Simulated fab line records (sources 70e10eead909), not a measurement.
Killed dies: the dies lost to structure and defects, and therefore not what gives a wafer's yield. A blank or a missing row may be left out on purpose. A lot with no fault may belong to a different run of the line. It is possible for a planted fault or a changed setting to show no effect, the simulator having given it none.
Matching of chambers / flow nand_harc / NHARC_A_CHANNEL_HOLE_D1_ETCH_44 on rie_diel-06: 4 sister chambers
The step etches the open film in CF4/O2, target depth 140 nm, overetch 14 nm, time 77 s. 18 wafers are shown with their chamber, then 9 later ones without.

== WAFERS WITH THEIR CHAMBER ==
wafer=L143.2; chamber=3; showerhead_plenum_p_Torr (Torr)=1.31; drypump_motor_current_A (A)=6.2; oes_f_703_au (a.u.)=0.997
wafer=L143.3; chamber=2; showerhead_plenum_p_Torr (Torr)=1.24; drypump_motor_current_A (A)=5.3; oes_f_703_au (a.u.)=1.008
wafer=L143.5; chamber=3; showerhead_plenum_p_Torr (Torr)=1.31; drypump_motor_current_A (A)=6.2; oes_f_703_au (a.u.)=1.000
wafer=L145.4; chamber=0; showerhead_plenum_p_Torr (Torr)=1.28; drypump_motor_current_A (A)=6.2; oes_f_703_au (a.u.)=0.995
wafer=L145.5; chamber=3; showerhead_plenum_p_Torr (Torr)=1.31; drypump_motor_current_A (A)=6.2; oes_f_703_au (a.u.)=1.000
wafer=L145.6; chamber=0; showerhead_plenum_p_Torr (Torr)=1.28; drypump_motor_current_A (A)=6.2; oes_f_703_au (a.u.)=0.999
wafer=L147.1; chamber=0; showerhead_plenum_p_Torr (Torr)=1.27; drypump_motor_current_A (A)=6.1; oes_f_703_au (a.u.)=1.005
wafer=L147.3; chamber=1; showerhead_plenum_p_Torr (Torr)=1.35; drypump_motor_current_A (A)=5.6; oes_f_703_au (a.u.)=1.000
wafer=L147.5; chamber=0; showerhead_plenum_p_Torr (Torr)=1.28; drypump_motor_current_A (A)=6.1; oes_f_703_au (a.u.)=0.996
wafer=L148.1; chamber=0; showerhead_plenum_p_Torr (Torr)=1.28; drypump_motor_current_A (A)=6.1; oes_f_703_au (a.u.)=1.002
wafer=L148.3; chamber=1; showerhead_plenum_p_Torr (Torr)=1.35; drypump_motor_current_A (A)=5.6; oes_f_703_au (a.u.)=0.998
wafer=L148.5; chamber=1; showerhead_plenum_p_Torr (Torr)=1.35; drypump_motor_current_A (A)=5.6; oes_f_703_au (a.u.)=0.999
wafer=L150.1; chamber=3; showerhead_plenum_p_Torr (Torr)=1.31; drypump_motor_current_A (A)=6.2; oes_f_703_au (a.u.)=0.997
wafer=L150.4; chamber=1; showerhead_plenum_p_Torr (Torr)=1.35; drypump_motor_current_A (A)=5.6; oes_f_703_au (a.u.)=0.994
wafer=L150.6; chamber=3; showerhead_plenum_p_Torr (Torr)=1.31; drypump_motor_current_A (A)=6.2; oes_f_703_au (a.u.)=0.996
wafer=L151.1; chamber=3; showerhead_plenum_p_Torr (Torr)=1.31; drypump_motor_current_A (A)=6.2; oes_f_703_au (a.u.)=0.994
wafer=L151.2; chamber=1; showerhead_plenum_p_Torr (Torr)=1.35; drypump_motor_current_A (A)=5.6; oes_f_703_au (a.u.)=1.001
wafer=L151.5; chamber=2; showerhead_plenum_p_Torr (Torr)=1.24; drypump_motor_current_A (A)=5.3; oes_f_703_au (a.u.)=1.006

SIGNATURES (averages over the wafers above)
reading=showerhead_plenum_p_Torr; chamber 0=1.2780; chamber 1=1.3500; chamber 2=1.2400; chamber 3=1.3100; scatter within a chamber=0.00239
reading=drypump_motor_current_A; chamber 0=6.140; chamber 1=5.600; chamber 2=5.300; chamber 3=6.200; scatter within a chamber=0.0293
reading=oes_f_703_au; chamber 0=0.99940; chamber 1=0.99840; chamber 2=1.00700; chamber 3=0.99733; scatter within a chamber=0.00302
Rule: a wafer's distance from a chamber is the root of the sum, over the readings, of the square of ((its reading less the chamber's mean) divided by the reading's scatter). The wafer belongs to the nearest chamber; if the next one is less than 2 further off, it can't be placed. The scatter is the square root of a quotient: the sum, over the shown wafers, of each reading's squared deviation from its chamber's mean, divided by wafers minus chambers.

== WAFERS MISSING THEIR CHAMBER ==
wafer=L152.3; showerhead_plenum_p_Torr (Torr)=1.31; drypump_motor_current_A (A)=6.2; oes_f_703_au (a.u.)=1.009
wafer=L152.4; showerhead_plenum_p_Torr (Torr)=1.24; drypump_motor_current_A (A)=5.3; oes_f_703_au (a.u.)=1.000
wafer=L152.6; showerhead_plenum_p_Torr (Torr)=1.27; drypump_motor_current_A (A)=6.1; oes_f_703_au (a.u.)=0.999
wafer=L162.1; showerhead_plenum_p_Torr (Torr)=1.30; drypump_motor_current_A (A)=6.2; oes_f_703_au (a.u.)=1.005
wafer=L162.3; showerhead_plenum_p_Torr (Torr)=1.27; drypump_motor_current_A (A)=6.1; oes_f_703_au (a.u.)=0.997
wafer=L162.5; showerhead_plenum_p_Torr (Torr)=1.35; drypump_motor_current_A (A)=5.6; oes_f_703_au (a.u.)=0.997
wafer=L165.2; showerhead_plenum_p_Torr (Torr)=1.27; drypump_motor_current_A (A)=6.1; oes_f_703_au (a.u.)=0.999
wafer=L165.5; showerhead_plenum_p_Torr (Torr)=1.35; drypump_motor_current_A (A)=5.6; oes_f_703_au (a.u.)=1.001
wafer=L165.6; showerhead_plenum_p_Torr (Torr)=1.24; drypump_motor_current_A (A)=5.3; oes_f_703_au (a.u.)=1.004

== THE CHAMBER EACH PASSED THROUGH ==
wafer=L152.3; from the rows above=3; in truth=3
wafer=L152.4; from the rows above=2; in truth=2
wafer=L152.6; from the rows above=0; in truth=0
wafer=L162.1; from the rows above=3; in truth=3
wafer=L162.3; from the rows above=0; in truth=0
wafer=L162.5; from the rows above=1; in truth=1
wafer=L165.2; from the rows above=0; in truth=0
wafer=L165.5; from the rows above=1; in truth=1
wafer=L165.6; from the rows above=2; in truth=2
Correct placement for 9 of the 9. Left unplaced by these rows: 0. Number placed wrongly: 0.
